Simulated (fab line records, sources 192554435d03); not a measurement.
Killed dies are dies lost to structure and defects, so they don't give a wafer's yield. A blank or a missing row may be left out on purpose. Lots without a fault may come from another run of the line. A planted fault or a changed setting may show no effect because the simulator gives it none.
Chamber matching | flow n5_finfet | N5_FIN_SAQP_MANDREL1_REMOVE_56 on rie_si-02: 4 sister chambers
The step chemistry HBr/Cl2/O2, target a-Si, stops on SiNx, bt time 10 s. 4 wafers are shown with their chamber, then 8 later ones without.

WAFERS WITH THEIR CHAMBER
wafer  | chamber | throttle_valve_pct (%)
L080.2 | 3       | 36.92
L080.4 | 2       | 36.35
L081.6 | 0       | 37.10
L083.1 | 1       | 36.94

WAFERS WITHOUT THEIR CHAMBER
wafer  | throttle_valve_pct (%)
L083.2 | 36.34
L083.5 | 36.36
L088.1 | 37.09
L088.3 | 36.91
L088.6 | 36.33
L089.3 | 36.34
L089.4 | 36.90
L089.6 | 37.08

WHICH CHAMBER EACH WENT THROUGH
wafer  | from the rows above     | in truth
L083.2 | 2                       | 2
L083.5 | 2                       | 2
L088.1 | 0                       | 0
L088.3 | can't be placed: 3 or 1 | 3
L088.6 | 2                       | 2
L089.3 | 2                       | 2
L089.4 | can't be placed: 3 or 1 | 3
L089.6 | 0                       | 0
Placed correctly: 6 of 8. Can't be placed from these rows: 2 (the true chamber is among the candidates in 2). Placed wrongly: 0.
How it was worked out, from the rows above alone: a wafer's distance from a chamber is the root of the sum, over the readings, of the square of ((its reading less the chamber's mean) divided by the reading's scatter). The wafer belongs to the nearest chamber; if the next one is less than 2 further off, it can't be placed. A chamber's mean is the mean of its shown wafers. The scatter: with one shown wafer a chamber, the root of the mean of the squares of how far each hidden wafer lies from its nearest shown one.
